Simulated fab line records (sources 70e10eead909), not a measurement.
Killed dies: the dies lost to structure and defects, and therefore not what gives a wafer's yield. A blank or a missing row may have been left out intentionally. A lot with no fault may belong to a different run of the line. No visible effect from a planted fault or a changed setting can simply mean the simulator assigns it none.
Matching of chambers	flow nand-harc	4 sister chambers for NHARC_A_SGD_CUT_CMP_21 on cmp-01
The step polishes, target thk 148.19 nm. 4 wafers are shown with their chamber, then 10 later ones without.

== WAFERS WITH THEIR CHAMBER ==
wafer	chamber	motor-current-A (A)
L084.4	1	11.3
L087.6	3	11.1
L090.1	2	10.2
L090.4	0	12.5

== WAFERS WHOSE CHAMBER IS MISSING ==
wafer	motor-current-A (A)
L090.6	11.0
L092.1	11.0
L092.4	10.9
L092.6	10.9
L095.2	9.5
L095.3	10.7
L095.5	11.1
L096.1	10.2
L096.2	11.3
L096.4	11.9

== WHICH CHAMBER EACH ONE RAN IN ==
wafer	from the rows above	in truth
L090.6	can't be placed: 3 or 1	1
L092.1	can't be placed: 3 or 1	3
L092.4	can't be placed: 3 or 1 or 2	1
L092.6	can't be placed: 3 or 1 or 2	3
L095.2	2	2
L095.3	can't be placed: 3 or 2 or 1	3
L095.5	can't be placed: 3 or 1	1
L096.1	2	2
L096.2	can't be placed: 1 or 3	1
L096.4	can't be placed: 0 or 1 or 3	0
Placed correctly: 2 of 10. From these rows, 8 cannot be placed; in 8 the true chamber is one of the candidates. 0 placed wrongly.
How it was worked out, from the rows above alone: a wafer's distance from a chamber is the root of the sum, over the readings, of the square of ((its reading less the chamber's mean) divided by the reading's scatter). The wafer belongs to the nearest chamber; if the next one is less than 2 further off, it can't be placed. The mean given for a chamber averages the wafers shown for that chamber. The scatter (one wafer shown for each chamber): square how far every hidden wafer sits from the nearest shown wafer, average those squares and take the square root.
